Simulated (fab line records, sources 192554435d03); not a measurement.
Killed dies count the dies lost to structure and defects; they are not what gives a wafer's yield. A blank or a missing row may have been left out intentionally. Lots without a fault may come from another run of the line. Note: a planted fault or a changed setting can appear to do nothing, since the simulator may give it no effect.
fab line records | flow n5Finfet
record: lots: 4 | wafers: 12 | lastDay: 17
route steps=1938 shown BEOL_M9@1411 PASSIVATION@1936
lots with no fault: from the same line, run without faults
startH: the number of hours between the record's first day and the start of the first shown wafer of the lot | waitH: hours from the lot's prior step to this one | " identical to the entry in the row above | L1.1+2: a single row standing in for several wafers | - value missing, or start not given | * or withheld: withheld | < > ~ a bound
route shown NAME@n: NAME is a module with steps in the file, n the number in the route of the first one | usual: average and standard deviation across the fault-free wafers | same: alike in all rows | chamber/n: place in a boat | sites: the reading at each site | _std_site: the values' standard deviation | _edge_site: outer sites' mean less inner sites' | radiusMm: how far each site lies from the wafer's centre | mask NAME#n: copy n | behind: the last tool/chamber to shape the wafer | hold: why the lot went on hold/how many hours it stayed there/how the hold came to an end | device: names the non-switching transistor (n, p or np) | end of line: the route-end tests of the same wafers | step lacking rows: just its recipe | killed: dies lost to structure and defects at the first sort, not the wafer's yield | map: shows each die of a wafer: x if killed, . if not, _ if none is there
set.NAME: the setting the step ran with; set.NAME@STEP: the setting that earlier step ran with | model.NAME: the simulator's own value behind a step, which no gauge read
lots seen at some steps along the route; tables by step, rows by wafer
services: a tool's chamber out of use, with start hour (startH, from the record's first day; less than 0 if before it), hours out, and reason
== steps ==
step: N5_BEOL_M9_EXPOSE_08
recipe: maskId: M9 | na: 1.35 | sourceShape: dipole | sigmaInner: 0.411 | sigmaOuter: 0.611 | polarization: te | doseMj: 53.75
step: N5_BEOL_M9_PEB_09
recipe: pebTempC: withheld | pebTimeS: 60 | resist: CAR-ArF
step: N5_BEOL_M9_DEVELOP_10
recipe: developTimeS: 30 | developer: TMAH | resist: CAR-ArF | rinseLiquid: diw | dry: airSpin | devTempC: 23
step: N5_BEOL_M9_DESCUM_16
recipe: chemistry: O2 | timeS: 7.9 | sourcePowerW: 50 | biasPowerW: 20 | pressureMtorr: 20 | rfFrequencyHz: 2.712e+07 | tempC: 40 | resist: CAR-ArF | o2FlowSccm: 225
step: N5_BEOL_M9_ETCH_61
recipe: chemistry: CF4 | target: SiARC | targetDepthA: 390 | maskMaterial: CAR-ArF | timeS: 65 | ionEnergyEv: 80 | pressureMtorr: 40 | sourceW: 545 | biasW: 36 | Ar_flow_sccm: 100 | cf4FlowSccm: 100 | ends: cleared
step: N5_BEOL_M9_ETCH_62
recipe: chemistry: N2/H2 | target: SOC | targetDepthA: 1100 | overetchA: 220 | maskMaterial: SiARC | tempC: 40 | timeS: 165 | ionEnergyEv: 200 | pressureMtorr: 30 | sourceW: 840 | biasW: 150 | n2FlowSccm: 200 | h2FlowSccm: 200
step: N5_BEOL_M9_STRIP_68
recipe: chemistry: N2/H2 | tempC: 40 | n2FlowSccm: 200 | h2FlowSccm: 200 | rfFrequencyHz: 6e+07
step: N5_BEOL_M9_STRIP_67
recipe: chemistry: CF4 | resist: SiARC | powerW: 300 | biasPowerW: 75 | pressureMtorr: 50 | cf4FlowSccm: 150 | rfFrequencyHz: 6e+07
step: N5_BEOL_M9_HM_OPEN_17
recipe: chemistry: Cl2/BCl3 | targetDepthA: 200 | overetchA: 60 | target: TiN | maskMaterial: SOC | ionEnergyEv: 150 | pressureMtorr: 10 | icpW: 1000 | biasW: 126 | Cl2_flow_sccm: 53.25 | bcl3FlowSccm: 21.75 | Ar_flow_sccm: 25
step: N5_BEOL_M9_STRIP_19
recipe: chemistry: O2 | powerW: 400 | tempC: 40 | pressureMtorr: 30 | rfFrequencyHz: 6e+07 | biasPowerW: 0 | overashFraction: 0.2 | o2FlowSccm: 225
usual: drypumpMotorCurrentA: 5.8/0.52 | oesProductAu: 0.80/0.074 | rfVppV: 3.6/0.6 | showerheadPlenumPTorr: 2.11/0.073 | throttleValvePct: 16.68/0.22
lot.wafer | tool       | chamber | startH | waitH | drypumpMotorCurrentA | oesProductAu | rfHoursCounterH | rfVppV | showerheadPlenumPTorr | throttleValvePct
L194.3    | rieDiel-02 | 2       | 241.27 | 0.1   | 5.1                  | 0.79         | 95              | 3.1    | 2.03                  | 16.57
L194.4    | "          | 0       | "      | "     | 5.1                  | 0.88         | 38              | 4.5    | 2.21                  | 16.79
L194.5    | "          | 2       | "      | "     | 5.1                  | 0.79         | -               | 4.2    | 2.03                  | 16.58
L202.1    | rieDiel-02 | 2       | 293.90 | 0.2   | 5.1                  | 0.78         | 110             | 3.8    | 2.02                  | 16.61
L202.2    | "          | 0       | "      | "     | 5.1                  | 0.87         | 54              | 2.4    | 2.21                  | 16.82
L202.6    | "          | 3       | "      | "     | 6.6                  | 0.87         | -               | 4.9    | 2.15                  | 16.44
L204.4    | rieDiel-02 | 3       | 313.35 | 0.2   | 6.6                  | 0.86         | 52              | 3.6    | 2.14                  | 16.49
L204.5    | "          | 2       | "      | "     | 5.1                  | 0.78         | -               | 4.4    | 2.02                  | 16.61
L204.6    | "          | 1       | "      | "     | 5.5                  | 0.73         | -               | 3.2    | 2.17                  | 16.84
L208.1    | rieDiel-05 | 3       | 327.25 | 0.1   | 5.8                  | 0.89         | 35              | 4.4    | 2.23                  | 16.59
L208.4    | "          | 0       | "      | "     | 5.6                  | 0.87         | 46              | 3.5    | 2.05                  | 16.34
L208.6    | "          | 0       | "      | "     | 5.6                  | 0.87         | -               | 4.0    | 2.05                  | 16.35
step: N5_BEOL_M9_COAT_63
recipe: resist: SOC | tempC: 250 | timeS: 60 | spinRpm: 1500 | resistThkNm: 60
step: N5_BEOL_M9_COAT_64
recipe: resist: SiARC | tempC: 220 | timeS: 60 | spinRpm: 1500 | resistThkNm: 12
step: N5_BEOL_M9_COAT_75
recipe: resist: underlayer | tempC: 205 | timeS: 60 | spinRpm: 1500 | resistThkNm: 5
step: N5_BEOL_M9_COAT_22
recipe: resist: CAR-EUV | spinRpm: 1500 | resistThkNm: 30
step: N5_BEOL_M9_EBR_24
recipe: solvent: PGMEA | ebrWidthMm: 1.5
step: N5_BEOL_M9_SOFTBAKE_23
recipe: tempC: 110 | timeS: 60 | resist: CAR-EUV
step: N5_BEOL_M9_EXPOSE_25
recipe: maskId: V8 | na: 0.33 | sourceShape: annular | sigmaInner: 0.4 | sigmaOuter: 0.8 | polarization: unpolarized | doseMj: 37.25
step: N5_BEOL_M9_PEB_26
recipe: pebTempC: 100 | pebTimeS: 60 | resist: CAR-EUV
step: N5_BEOL_M9_DEVELOP_27
recipe: developTimeS: 30 | developer: TMAH | resist: CAR-EUV | rinseLiquid: surfactantRinse | dry: airSpin | devTempC: 23
step: N5_BEOL_M9_INSPECT_30
recipe: mode: adi | inspectInstrument: brightfield
usual: rawDefectCount: 414/90
lot.wafer | tool             | chamber | startH | waitH | rawDefectCount
L194.3    | defectInspect-01 | -       | 241.74 | 0.0   | 390
L194.4    | "                | -       | "      | "     | 277
L194.5    | "                | -       | "      | "     | 324
L202.1    | defectInspect-01 | -       | 301.03 | 0.1   | 942
L202.2    | "                | -       | "      | "     | 1026
L202.6    | "                | -       | "      | "     | 1006
L204.4    | defectInspect-02 | -       | 314.98 | 0.0   | 1073
L204.5    | "                | -       | "      | "     | 1030
L204.6    | "                | -       | "      | "     | 975
L208.1    | defectInspect-01 | -       | 327.72 | 0.1   | 470
L208.4    | "                | -       | "      | "     | 462
L208.6    | "                | -       | "      | "     | 367
step: N5_BEOL_M9_DESCUM_33
recipe: chemistry: O2 | timeS: 7 | sourcePowerW: 50 | biasPowerW: 20 | pressureMtorr: 20 | rfFrequencyHz: 2.712e+07 | tempC: 40 | resist: CAR-EUV | o2FlowSccm: 225
step: N5_PASSIVATION_PROBE_49
usual: defectLimitedYield: 91.2/1.5 | killed_at_M0_to_M3: 35/11 | killed_at_M4_up: 13/5.6 | killedAtContacts: 13/6.3 | killedAtFrontEnd: 38/12 | killedAtOther: 3.7/2.9 | killedDies: 104/18 | killedOpen: 69/13 | killedShort: 34/8.3 | sort_bin_5_function: 5.2/0.95 | sort_bin_6_memory: 3.3/0.68 | sortNPass: 1076/18 | sortYieldPct: 91.2/1.5
same: grossDies: 1180 | killedAtBackSide: 0 | sort_bin_4_leakage[%]: 0 | sort_bin_8_speed[%]: 0
lot.wafer | tool      | chamber | startH | waitH | defectLimitedYield[%] | killed_at_M0_to_M3 | killed_at_M4_up | killedAtContacts | killedAtFrontEnd | killedAtOther | killedDies | killedOpen | killedShort | sort_bin_5_function[%] | sort_bin_6_memory[%] | sortNPass | sortYieldPct[%]
L202.1    | prober-01 | -       | 362.73 | 0.0   | 83.4                  | 32                 | 129             | 5                | 27               | 3             | 196        | 47         | 30          | 11.3                   | 3.0                  | 984       | 83.4
L202.2    | prober-01 | -       | 362.78 | 0.1   | 84.5                  | 25                 | 107             | 5                | 35               | 11            | 183        | 51         | 30          | 9.0                    | 3.7                  | 997       | 84.5
L202.6    | prober-01 | -       | 362.98 | 0.3   | 83.1                  | 19                 | 128             | 5                | 41               | 6             | 199        | 52         | 24          | 10.1                   | 4.1                  | 981       | 83.1
L204.4    | prober-01 | -       | 378.79 | 0.2   | 81.9                  | 29                 | 123             | 13               | 48               | 1             | 214        | 72         | 29          | 10.5                   | 5.0                  | 966       | 81.9
L204.5    | prober-01 | -       | 378.84 | 0.2   | 81.0                  | 27                 | 137             | 18               | 41               | 1             | 224        | 60         | 34          | 12.2                   | 5.1                  | 956       | 81.0
L204.6    | prober-01 | -       | 378.89 | 0.3   | 85.6                  | 27                 | 84              | 20               | 38               | 1             | 170        | 63         | 28          | 8.5                    | 3.8                  | 1010      | 85.6
killed by level:class
L202.1 BEOL_M9:unspecified=118 STI_FIN_REVEAL:geometricParticle:open=12 BEOL_M2:geometricParticle:open=6 FIN_SAQP:geometricParticle:short=5 BEOL_M0_SAQP:geometricParticle:short=5 BEOL_M0:geometricParticle:open=5 BEOL_M0_SAQP:geometricParticle:open=4 BEOL_M2:geometricParticle:short=4
L202.2 BEOL_M9:unspecified=102 FIN_SAQP:geometricParticle:open=6 MOL_CONTACT_COAG:geometricParticle:open=5 BEOL_M0_SAQP:geometricParticle:open=5 PASS1_CAP:geometricParticle:open=5 ILD0:geometricParticle:short=4 GATE_CUT:geometricParticle:short=4 BEOL_M0_SAQP:geometricParticle:short=4
L202.6 BEOL_M9:unspecified=122 STI_FIN_REVEAL:geometricParticle:open=14 BEOL_M3:geometricParticle:open=6 DUMMY_GATE:geometricParticle:open=5 FIN_SAQP:geometricParticle:short=4 MOL_CONTACT_COAG:geometricParticle:open=4 STARTING-WAFER:geometricParticle:short=4 BEOL_M0_SAQP:geometricParticle:open=3
L204.4 BEOL_M9:unspecified=113 FIN_SAQP:geometricParticle:open=15 MOL_CONTACT_COAG:geometricParticle:open=12 FIN_SAQP:geometricParticle:short=9 BEOL_M0_SAQP:geometricParticle:short=7 BEOL_M4:geometricParticle:open=7 ILD0:geometricParticle:open=6 BEOL_M3:geometricParticle:open=6
L204.5 BEOL_M9:unspecified=129 MOL_CONTACT_COAG:geometricParticle:open=15 FIN_SAQP:geometricParticle:short=13 FIN_SAQP:geometricParticle:open=9 BEOL_M2:geometricParticle:open=6 BEOL_M0_SAQP:geometricParticle:short=5 BEOL_M0_SAQP:geometricParticle:open=4 BEOL_M3:geometricParticle:open=4
L204.6 BEOL_M9:unspecified=79 MOL_CONTACT_COAG:geometricParticle:open=15 FIN_SAQP:geometricParticle:open=10 BEOL_M3:geometricParticle:open=9 BEOL_M2:geometricParticle:open=8 FIN_SAQP:geometricParticle:short=6 GATE_CUT:geometricParticle:short=5 MOL_CONTACT_COAG:geometricParticle:short=5
map L202.6 (x killed, . not)
_________________..x.........________________
______________.......x....x....._____________
___________..........x.....x.......__________
__________....x...................x._________
________x...x..........x....x.......x._______
_______.................x...x..........______
______......x.......x..................._____
_____.......x..................x.........____
____............................x......x..___
___.......................x................__
___......................x..x.............x__
__................x..............x.........._
__..x..x..........x............x............_
_....x.x.....x............x.x...............x
_..x...x..x..x......x...x.....x..............
_...x..x.....................................
_.............x...x..........................
_.x......x......x.........x.......x..........
_..............x....x........................
_.......................x..............x.....
_.....x.....x......x.........................
__......x......xx.xxx..x...........x........_
__.........xx.xxxx.x.......................x_
___.......xx.x.xxxxxxx.....................__
___........xxxxxxxxx.xx...x............x...__
____.....xx.xxxxxxxx.xx..............xx...___
_____.x....xxxxxxxxxxxx.x................____
______....xxxxxxxxxxxxxx........x......._____
_______..x.xxxxxxxxxxxx.....x..........______
________.xxxxxxxxxxxx.xx.............._______
__________..xxxxxxxxxx......x......._________
___________xxx.xxxx..x...x...x.....__________
______________xxxx.x........x..._____________
_________________xxx.........________________
map L204.5 (x killed, . not)
_________________..x...x..x..________________
______________..............x..x_____________
___________.......x................__________
__________......x..................._________
________x...x....x.....x......x......._______
_______................................______
______.....x...........x.....x...x.xx.xx_____
_____...........................x.xxxxxxx____
____........x..............x.x.xxxxxxxxxxx___
___x..........x.............xxx.xxxxxxxxxx.__
___....x...............xx.....xxxxxxxxxxxxx__
__x......x.....x.............xxxxxxxxxxxxxxx_
__..................x.......xxxxxxxxxxxxxxx._
_.......xx....................xxxxxxxxxxxxx..
_..........x...x..x......x..xxxxxxxxxxxxxxx.x
_.xx.......................x...xxxxxxxxxxx...
_.............x...............xx.xxxx.xxx..x.
_x..............x................x...........
_...................xx...x........x...x......
_x........xx.......................x...x.x...
_.................x..........................
__.............................x..x........._
__................................x....x...._
___.......x....................x.........x.__
___.....x....x.x....................x......__
____.....x......x............x...x..xx....___
_____......x............x.....x.....x..x.____
______.....................x..x......x.._____
_______..........x.......x......x...xx.______
________............x..x..........x.x._______
__________....xx............x......._________
___________.....x......x.x.........__________
______________.........x........_____________
_________________..........x.________________
== services ==
tool       | chamber | startH | hours | kind
rieDiel-05 | 3       | 298.23 | 8.0   | repair
rieDiel-02 | 0       | 316.48 | 3.8   | repair
== key ==
firstSign: step: N5_BEOL_M9_INSPECT_30 | reading: rawDefectCount | direction: up | sigmas: 6.6 | usual: 414 | struck: 1009
effect: step: N5_PASSIVATION_PROBE_49 | reading: killed_at_M4_up | direction: up | sigmas: 19 | usual: 13 | struck: 118
moreKillsBornAt: N5_BEOL_M9_STRIP_19@rieDiel-02: 663
metAt N5_BEOL_M9_STRIP_19
struckWafers L202.1,L202.2,L202.6,L204.4,L204.5,L204.6
onsetBetween 241.27 293.90
fault: kind: chamberParticleSource | tool: rieDiel-02 | chamber: - | onsetH: 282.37 | steps: N5_BEOL_M9_STRIP_19 | ratePerVisitCm2: 0.8334 | endH: 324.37
